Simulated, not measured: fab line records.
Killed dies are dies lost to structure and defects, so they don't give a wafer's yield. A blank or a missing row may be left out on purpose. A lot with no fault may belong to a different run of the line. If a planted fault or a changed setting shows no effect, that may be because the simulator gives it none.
fab line records ; flow nand_harc
record lots=11; wafers=33; last_day=32
route steps=1302 shown P_GATE@156 END@1302
lots that met no fault: taken from a fault-free run of the same line
start_h: hours from the record's first day to the start of the lot's first wafer shown ; wait_h: time in hours since the lot's previous step ; " same as the row above ; L1.1+2: a row that stands for several wafers ; - value missing, or start not given ; * or withheld: withheld ; < > ~ a bound
route shown NAME@n: names a module that has steps shown in the file, with the first one's number in the route ; usual: mean and standard deviation over wafers with no fault ; same: alike in all rows ; chamber/n: place in a boat ; sites: each site's reading ; _std_site: the values' standard deviation ; _edge_site: inner sites' mean taken away from outer sites' mean ; radius_mm: how far each site lies from the wafer's centre ; mask NAME#n: copy n ; behind: tool/chamber where the wafer was last shaped ; hold: the reason the lot was held/the length of the hold in hours/how it ended ; device: which transistor (n, p or np) failed to switch ; end of line: the tests these same wafers got at the end of their route ; a step given without rows: its recipe and nothing more ; killed: at the first sort, the dies lost to defects and structure; wafer yield is something else ; map: the dies of a wafer, with x for killed, . for not killed, _ for no die there
set.NAME: the setting that was run; set.NAME@STEP: the one run at that earlier step ; model.NAME: the simulator's own value behind a step, which no gauge read
steps of the route over a sample of lots; a table a step, a row a wafer
services: when a tool's chamber went out of use (start_h, in hours from the record's first day, below 0 if earlier), for how many hours, and the reason
## steps
# step NHARC_P_GATE_ETCHBACK_37
# recipe target_depth_a=345; time_s=17.2; chf3_flow_sccm=50; o2_flow_sccm=10; ar_flow_sccm=200; rf_w=500; bias_w=200; chemistry=CHF3/O2
# usual drypump_motor_current_A=5.7/0.43; o2_flow_sccm=9.998/0.027; oes_product_au=0.95/0.03; rf_vpp_V=371.5/1.8; showerhead_plenum_p_Torr=2.44/0.073; throttle_valve_pct=20.572/0.0088
lot.wafer;tool;chamber;start_h;wait_h;drypump_motor_current_A;o2_flow_sccm;oes_product_au;rf_hours_counter_h;rf_vpp_V;showerhead_plenum_p_Torr;throttle_valve_pct
L318.2;rie_diel-05;2;102.71;-;5.8;10.040;0.93;3.0;370.4;2.50;20.564
L318.4;rie_diel-05;3;102.71;-;5.7;9.987;0.91;2.9;371.9;2.46;20.566
L318.5;rie_diel-05;1;102.71;-;5.8;9.945;0.94;-;371.9;2.49;20.585
L320.4;rie_diel-05;3;124.16;-;5.7;10.002;0.93;4.5;370.8;2.45;20.557
L320.1;rie_diel-05;2;124.16;-;5.8;10.001;0.94;4.3;373.1;2.50;20.582
L320.6;rie_diel-05;3;124.16;-;5.7;10.021;0.92;-;372.8;2.45;20.586
L321.3;rie_diel-05;0;130.01;-;6.1;10.014;0.91;5.6;368.7;2.34;20.566
L321.2;rie_diel-05;2;130.01;-;5.8;10.023;0.94;4.4;373.0;2.50;20.579
L321.6;rie_diel-05;0;130.01;-;6.1;9.963;0.92;-;369.1;2.34;20.569
L324.2;rie_diel-03;1;161.04;-;5.2;9.983;0.94;3.4;372.6;2.55;20.574
L324.4;rie_diel-03;2;161.04;-;5.2;9.985;0.94;4.0;371.2;2.44;20.566
L324.3;rie_diel-03;3;161.04;-;5.5;10.007;0.92;3.8;369.4;2.37;20.568
L325.1;rie_diel-03;2;182.32;-;5.2;10.021;0.94;5.2;372.4;2.44;20.568
L325.2;rie_diel-03;3;182.32;-;5.5;9.997;0.93;4.6;371.0;2.37;20.577
L325.6;rie_diel-03;1;182.32;-;5.2;10.001;0.93;-;373.0;2.55;20.568
L326.1;rie_diel-03;0;187.77;-;5.3;10.008;0.92;4.9;373.8;2.50;20.566
L326.2;rie_diel-03;1;187.77;-;5.1;10.041;0.92;4.8;374.7;2.55;20.578
L326.4;rie_diel-03;2;187.77;-;5.2;9.997;0.93;5.4;371.5;2.44;20.567
L327.3;rie_diel-03;0;191.95;-;5.3;10.016;0.95;4.9;372.1;2.50;20.569
L327.1;rie_diel-03;3;191.95;-;5.5;9.964;0.96;4.7;370.2;2.37;20.565
L327.6;rie_diel-03;0;191.95;-;5.4;10.013;0.94;-;372.0;2.50;20.574
L330.4;rie_diel-03;1;225.72;-;5.2;9.960;0.94;7.5;375.2;2.55;20.584
L330.2;rie_diel-03;2;225.72;-;5.2;10.044;0.92;7.7;371.2;2.44;20.582
L330.5;rie_diel-03;0;225.72;-;5.3;9.990;0.93;-;372.3;2.50;20.568
L331.3;rie_diel-03;0;230.10;-;5.3;9.973;0.98;7.9;372.0;2.50;20.578
L331.4;rie_diel-03;1;230.10;-;5.2;10.014;1.00;7.5;374.1;2.55;20.573
L331.6;rie_diel-03;2;230.10;-;5.2;9.916;0.99;-;370.7;2.44;20.570
L338.2;rie_diel-03;3;304.49;-;5.5;9.998;0.95;1.1;369.4;2.37;20.560
L338.4;rie_diel-03;1;304.49;-;5.2;9.999;0.94;2.0;374.7;2.55;20.567
L338.1;rie_diel-03;2;304.49;-;5.2;10.044;0.93;1.5;369.4;2.44;20.585
L339.2;rie_diel-05;0;311.48;-;6.2;10.018;0.93;6.1;369.0;2.33;20.579
L339.1;rie_diel-05;1;311.48;-;5.8;9.991;0.94;5.8;373.6;2.48;20.559
L339.3;rie_diel-05;2;311.48;-;5.8;9.971;0.93;5.4;373.1;2.49;20.579
# step NHARC_P_GATE_CD_MEAS_46
# recipe target_cd_nm=720; landing_energy_ev=500
# usual cd_nm=719.8/1.7
lot.wafer;tool;chamber;start_h;wait_h;cd_nm
L318.2;cd_sem-03;0;103.58;-;720.5
L318.4;cd_sem-03;0;103.58;-;720.5
L318.5;cd_sem-03;0;103.58;-;720.4
L320.1;cd_sem-02;0;125.18;-;714.7
L320.4;cd_sem-02;0;125.18;-;718.4
L320.6;cd_sem-02;0;125.18;-;715.3
L321.2;cd_sem-01;0;130.91;-;719.1
L321.3;cd_sem-01;0;130.91;-;720.2
L321.6;cd_sem-01;0;130.91;-;718.0
L324.2;cd_sem-03;0;161.92;-;720.0
L324.3;cd_sem-03;0;161.92;-;721.0
L324.4;cd_sem-03;0;161.92;-;719.5
L325.1;cd_sem-02;0;183.36;-;718.7
L325.2;cd_sem-02;0;183.36;-;719.2
L325.6;cd_sem-02;0;183.36;-;719.2
L326.1;cd_sem-02;0;188.79;-;718.8
L326.2;cd_sem-02;0;188.79;-;716.8
L326.4;cd_sem-02;0;188.79;-;718.6
L327.1;cd_sem-03;0;192.84;-;718.2
L327.3;cd_sem-03;0;192.84;-;719.8
L327.6;cd_sem-03;0;192.84;-;717.3
L330.2;cd_sem-02;0;226.73;-;719.2
L330.4;cd_sem-02;0;226.73;-;717.8
L330.5;cd_sem-02;0;226.73;-;721.3
L331.3;cd_sem-02;0;230.98;-;720.9
L331.4;cd_sem-02;0;230.98;-;721.5
L331.6;cd_sem-02;0;230.98;-;720.2
L338.1;cd_sem-03;0;305.51;-;721.6
L338.2;cd_sem-03;0;305.51;-;720.0
L338.4;cd_sem-03;0;305.51;-;721.1
L339.1;cd_sem-01;0;312.51;-;722.1
L339.2;cd_sem-01;0;312.51;-;718.8
L339.3;cd_sem-01;0;312.51;-;720.8
# step NHARC_P_GATE_DESCUM_61
# recipe time_s=3; o2_flow_sccm=200; ar_flow_sccm=0; bias_power_w=0; chemistry=O2
# usual drypump_motor_current_A=5.8/0.5; o2_flow_sccm=200.0/0.61; oes_product_au=0.999/0.011; rf_vpp_V=57.9/0.87; showerhead_plenum_p_Torr=1.94/0.065; throttle_valve_pct=11.311/0.01
lot.wafer;tool;chamber;start_h;wait_h;drypump_motor_current_A;o2_flow_sccm;oes_product_au;rf_hours_counter_h;rf_vpp_V;showerhead_plenum_p_Torr;throttle_valve_pct
L318.2;rie_diel-10;1;105.50;-;6.4;199.3;1.006;3.8;57.4;1.99;11.308
L318.4;rie_diel-10;3;105.50;-;6.2;199.8;0.985;3.0;57.7;1.93;11.310
L318.5;rie_diel-10;1;105.50;-;6.4;200.7;1.002;-;58.2;1.99;11.296
L320.1;rie_diel-10;3;126.98;-;6.2;201.3;0.987;3.9;58.0;1.93;11.306
L320.4;rie_diel-10;0;126.98;-;6.6;199.8;1.013;4.2;57.3;1.89;11.311
L320.6;rie_diel-10;2;126.98;-;5.3;200.3;1.011;-;56.9;1.83;11.318
L321.3;rie_diel-05;2;132.89;-;5.8;199.7;1.002;4.4;56.8;1.99;11.304
L321.2;rie_diel-05;0;132.89;-;6.1;200.6;0.990;5.6;57.1;1.86;11.328
L321.6;rie_diel-05;1;132.89;-;5.8;200.9;1.005;-;57.4;1.98;11.307
L324.3;rie_diel-05;3;163.83;-;5.7;199.9;0.976;5.7;59.6;1.96;11.303
L324.2;rie_diel-05;0;163.83;-;6.2;199.6;0.979;6.8;57.3;1.86;11.323
L324.4;rie_diel-05;1;163.83;-;5.8;199.2;1.010;5.5;58.0;1.98;11.329
L325.2;rie_diel-05;3;185.16;-;5.7;200.1;0.990;7.9;56.8;1.96;11.316
L325.1;rie_diel-05;1;185.16;-;5.8;200.3;1.009;7.0;58.1;1.98;11.306
L325.6;rie_diel-05;3;185.16;-;5.7;200.5;0.993;-;57.8;1.96;11.304
L326.4;rie_diel-10;1;190.70;-;6.4;199.9;1.004;8.3;57.7;1.99;11.314
L326.2;rie_diel-10;2;190.70;-;5.3;200.3;1.001;7.8;58.1;1.83;11.336
L326.1;rie_diel-10;0;190.70;-;6.6;200.1;1.001;7.2;59.0;1.89;11.315
L327.1;rie_diel-03;1;194.66;-;5.2;199.5;1.009;4.9;58.0;2.04;11.296
L327.3;rie_diel-03;2;194.66;-;5.2;200.1;1.012;5.5;58.5;1.94;11.314
L327.6;rie_diel-03;0;194.66;-;5.3;199.8;0.974;-;57.1;2.00;11.332
L330.2;rie_diel-10;0;228.64;-;6.6;200.4;0.997;0;57.2;1.88;11.302
L330.4;rie_diel-10;2;228.64;-;5.3;200.3;1.003;0;56.3;1.82;11.308
L330.5;rie_diel-10;0;228.64;-;6.6;199.7;0.994;-;58.4;1.89;11.315
L331.3;rie_diel-03;0;232.77;-;5.4;199.0;0.985;7.9;59.4;2.00;11.315
L331.4;rie_diel-03;2;232.77;-;5.2;198.9;0.989;7.7;57.6;1.94;11.311
L331.6;rie_diel-03;3;232.77;-;5.5;198.9;1.002;-;58.5;1.89;11.312
L338.2;rie_diel-03;3;307.45;-;5.5;199.5;0.998;1.2;58.0;1.89;11.313
L338.1;rie_diel-03;0;307.45;-;5.4;199.4;0.995;1.6;57.5;1.99;11.303
L338.4;rie_diel-03;1;307.45;-;5.2;199.0;1.013;2.0;57.6;2.03;11.314
L339.2;rie_diel-05;0;314.43;-;6.2;200.3;0.987;6.1;58.0;1.86;11.299
L339.1;rie_diel-05;1;314.43;-;5.8;199.1;0.997;5.8;59.1;1.98;11.299
L339.3;rie_diel-05;2;314.43;-;5.8;200.3;0.999;5.4;59.7;1.99;11.320
# step NHARC_P_GATE_STRIP_113
# recipe power_w=1500; temp_c=110; time_s=740; chemistry=N2/H2
# usual drypump_motor_current_A=5.8/0.42; heater_power_w=88/7.6
lot.wafer;tool;chamber;start_h;wait_h;drypump_motor_current_A;heater_power_w;rf_hours_counter_h
L318.2;plasma_asher-01;0;107.56;0.3;5.6;99;18
L318.4;plasma_asher-01;0;107.56;0.3;5.6;97;-
L318.5;plasma_asher-01;1;107.56;0.3;5.2;88;-
L320.1;plasma_asher-02;1;129.78;0.4;6.2;98;15
L320.4;plasma_asher-02;0;129.78;0.4;6.2;79;-
L320.6;plasma_asher-02;0;129.78;0.4;6.2;77;-
L321.2;plasma_asher-02;1;135.32;0.3;6.2;99;18
L321.3;plasma_asher-02;0;135.32;0.3;6.2;79;-
L321.6;plasma_asher-02;0;135.32;0.3;6.2;79;-
L324.2;plasma_asher-01;0;165.92;0.2;5.6;92;2
L324.4;plasma_asher-01;0;165.92;0.2;5.6;91;-
L324.3;plasma_asher-01;1;165.92;0.2;5.2;87;-
L325.1;plasma_asher-01;0;187.24;0.2;5.6;90;5
L325.2;plasma_asher-01;1;187.24;0.2;5.2;86;5
L325.6;plasma_asher-01;1;187.24;0.2;5.2;86;-
L326.1;plasma_asher-02;0;192.84;0.2;6.2;78;30
L326.2;plasma_asher-02;1;192.84;0.2;6.2;97;30
L326.4;plasma_asher-02;1;192.84;0.2;6.1;96;-
L327.1;plasma_asher-01;0;196.84;0.3;5.6;90;8
L327.3;plasma_asher-01;1;196.84;0.3;5.2;85;-
L327.6;plasma_asher-01;1;196.84;0.3;5.2;88;-
L330.2;plasma_asher-01;0;230.73;0.2;5.6;91;16
L330.4;plasma_asher-01;0;230.73;0.2;5.6;94;-
L330.5;plasma_asher-01;1;230.73;0.2;5.2;88;-
L331.4;plasma_asher-01;1;235.17;0.3;5.2;88;-
L331.3;plasma_asher-01;0;235.17;0.3;5.6;92;-
L331.6;plasma_asher-01;1;235.17;0.3;5.2;86;-
L338.2;plasma_asher-02;0;309.68;0.2;6.2;79;15
L338.1;plasma_asher-02;1;309.68;0.2;6.2;95;15
L338.4;plasma_asher-02;1;309.68;0.2;6.1;95;-
L339.2;plasma_asher-02;0;316.53;0.2;6.2;75;17
L339.1;plasma_asher-02;1;316.53;0.2;6.2;91;17
L339.3;plasma_asher-02;1;316.53;0.2;6.1;91;-
# step NHARC_P_GATE_INSPECT_68
# usual raw_defect_count=202/75
lot.wafer;tool;chamber;start_h;wait_h;raw_defect_count
L318.2;defect_inspect-01;-;110.03;0.1;182
L318.4;defect_inspect-01;-;110.03;0.1;158
L318.5;defect_inspect-01;-;110.03;0.1;330
L320.1;defect_inspect-02;-;132.19;0.2;153
L320.4;defect_inspect-02;-;132.19;0.2;132
L320.6;defect_inspect-02;-;132.19;0.2;149
L321.2;defect_inspect-02;-;137.74;0.1;176
L321.3;defect_inspect-02;-;137.74;0.1;354
L321.6;defect_inspect-02;-;137.74;0.1;233
L324.2;defect_inspect-02;-;168.48;0.1;116
L324.3;defect_inspect-02;-;168.48;0.1;144
L324.4;defect_inspect-02;-;168.48;0.1;152
L325.1;defect_inspect-02;-;189.79;0.2;182
L325.2;defect_inspect-02;-;189.79;0.2;270
L325.6;defect_inspect-02;-;189.79;0.2;208
L326.1;defect_inspect-02;-;195.48;0.2;132
L326.2;defect_inspect-02;-;195.48;0.2;107
L326.4;defect_inspect-02;-;195.48;0.2;119
L327.1;defect_inspect-02;-;199.26;0.2;249
L327.3;defect_inspect-02;-;199.26;0.2;218
L327.6;defect_inspect-02;-;199.26;0.2;266
L330.2;defect_inspect-01;-;233.53;0.1;455
L330.4;defect_inspect-01;-;233.53;0.1;134
L330.5;defect_inspect-01;-;233.53;0.1;172
L331.3;defect_inspect-01;-;237.50;0.1;258
L331.4;defect_inspect-01;-;237.50;0.1;357
L331.6;defect_inspect-01;-;237.50;0.1;534
L338.1;defect_inspect-02;-;312.20;0.2;257
L338.2;defect_inspect-02;-;312.20;0.2;248
L338.4;defect_inspect-02;-;312.20;0.2;417
L339.1;defect_inspect-02;-;319.06;0.2;302
L339.2;defect_inspect-02;-;319.06;0.2;247
L339.3;defect_inspect-02;-;319.06;0.2;251
# step NHARC_END_SORT_01
# recipe temp_c=25
# usual killed_at_array=62/18; killed_at_other=0.9/1.2; killed_at_periphery=4.2/2.9; killed_dies=67/17; killed_open=3.6/1.9; killed_short=2.5/1.6
# same gross_dies=677
lot.wafer;tool;chamber;start_h;wait_h;killed_at_array;killed_at_other;killed_at_periphery;killed_dies;killed_open;killed_short
L330.2;prober-01;0;675.53;2.8;22;1;64;87;3;2
L330.4;prober-01;0;677.12;3.4;30;2;12;44;6;1
L330.5;prober-01;0;677.92;3.7;29;2;6;37;4;1
L331.3;prober-02;0;676.30;3.1;85;1;4;90;4;1
L331.4;prober-02;0;677.11;3.4;83;1;3;87;3;3
L331.6;prober-02;0;678.73;4.0;73;1;51;125;4;2
# killed by level:class
L330.2 P_GATE:unspecified=58 A_CONTACT:chamber_film_flake=8 P_GATE:chamber_film_flake=5 A_SLIT:chamber_film_flake=5 A_CHANNEL_HOLE_D2:chamber_film_flake=2 A_CHANNEL_HOLE_D1:geometric_particle:open=1 A_ONON_D2:geometric_particle:open=1 A_SLIT:geometric_particle:short=1
L331.3 A_CHANNEL_HOLE_D1:chamber_film_flake=33 A_SLIT:chamber_film_flake=26 A_CHANNEL_HOLE_D2:chamber_film_flake=17 P_BONDPAD:chamber_film_flake=3 A_CHANNEL_FILL_D2:geometric_particle:open=2 A_STAIRCASE:chamber_film_flake=2 A_DECK1_JOINT:geometric_particle:open=1 A_SGD_CUT:geometric_particle:short=1
L331.4 A_CHANNEL_HOLE_D1:chamber_film_flake=30 A_SLIT:chamber_film_flake=23 A_CHANNEL_HOLE_D2:chamber_film_flake=13 A_STAIRCASE:chamber_film_flake=6 A_CHANNEL_FILL_D2:chamber_film_flake=3 P_GATE:chamber_film_flake=2 A_WL_FILL:chamber_film_flake=2 A_SOURCE_PLATE:geometric_particle:open=1
L330.4 A_CONTACT:chamber_film_flake=11 P_GATE:chamber_film_flake=8 A_CHANNEL_HOLE_D1:chamber_film_flake=6 A_SLIT:chamber_film_flake=4 A_ONON_D1:geometric_particle:open=3 P_M0:geometric_particle:open=2 P_BONDPAD:chamber_film_flake=2 A_CHANNEL_HOLE_D2:chamber_film_flake=2
L330.5 A_CHANNEL_HOLE_D1:chamber_film_flake=11 P_GATE:chamber_film_flake=5 A_CONTACT:chamber_film_flake=5 A_STAIRCASE:chamber_film_flake=3 A_SLIT:chamber_film_flake=3 THIN_TSV:chamber_film_flake=2 A_CHANNEL_HOLE_D2:chamber_film_flake=2 P_M1:geometric_particle:short=1
L331.6 P_GATE:unspecified=45 A_CHANNEL_HOLE_D1:chamber_film_flake=35 A_SLIT:chamber_film_flake=14 A_CHANNEL_HOLE_D2:chamber_film_flake=13 P_GATE:chamber_film_flake=4 A_M1:geometric_particle:open=2 A_STAIRCASE:chamber_film_flake=2 P_M0:geometric_particle:open=1
## services
tool;chamber;start_h;hours;kind
rie_diel-03;-;80.30;9.0;pm
rie_diel-03;0;80.30;9.0;vent_cycle
rie_diel-03;1;80.30;9.0;vent_cycle
rie_diel-03;2;80.30;9.0;vent_cycle
rie_diel-10;2;89.21;2.1;repair
rie_diel-03;-;89.96;1.1;repair
plasma_asher-02;-;90.62;0.7;repair
rie_diel-03;1;125.18;2.7;repair
plasma_asher-02;-;145.56;1.2;repair
plasma_asher-01;-;148.40;9.0;pm
rie_diel-03;0;181.70;4.5;repair
rie_diel-05;-;205.60;9.0;pm
rie_diel-10;-;218.50;9.0;pm
plasma_asher-02;-;225.16;9.0;pm
rie_diel-05;0;233.95;4.3;repair
rie_diel-03;-;235.25;2.3;repair
rie_diel-10;-;244.40;0.1;repair
rie_diel-03;-;257.30;9.0;pm
rie_diel-10;0;263.17;4.4;repair
rie_diel-05;0;273.77;4.3;repair
rie_diel-05;3;274.65;1.6;repair
rie_diel-10;0;287.13;7.7;repair
plasma_asher-01;-;292.71;0.4;repair
rie_diel-05;3;299.85;8.7;repair
## key
first_sign step=NHARC_P_GATE_INSPECT_68; reading=raw_defect_count; direction=up; sigmas=3.9; usual=202; struck=494
effect step=NHARC_END_SORT_01; reading=killed_at_periphery; direction=up; sigmas=18; usual=4.2; struck=57.5
more_kills_born_at NHARC_P_GATE_ETCHBACK_37@rie_diel-03=103
met_at NHARC_P_GATE_ETCHBACK_37
struck_lots L330,L331
struck_wafers L330.2,L331.6
tester_left_out L330,L331
not_acting_at NHARC_P_GATE_CD_MEAS_46,NHARC_P_GATE_DESCUM_61,NHARC_P_GATE_STRIP_113
onset_between 187.77 225.72
fault kind=chamber_particle_source; tool=rie_diel-03; chamber=2; onset_h=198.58; steps=NHARC_P_GATE_ETCHBACK_37; rate_per_visit_cm2=0.51606; end_h=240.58
# tester_left_out: of these lots the tester's yield and bins aren't shown, on N5 and GAA mostly nor the transistor test; their killed dies are dies lost to structure and defects alone, not to doping, threshold or leakage, so they don't give the yield
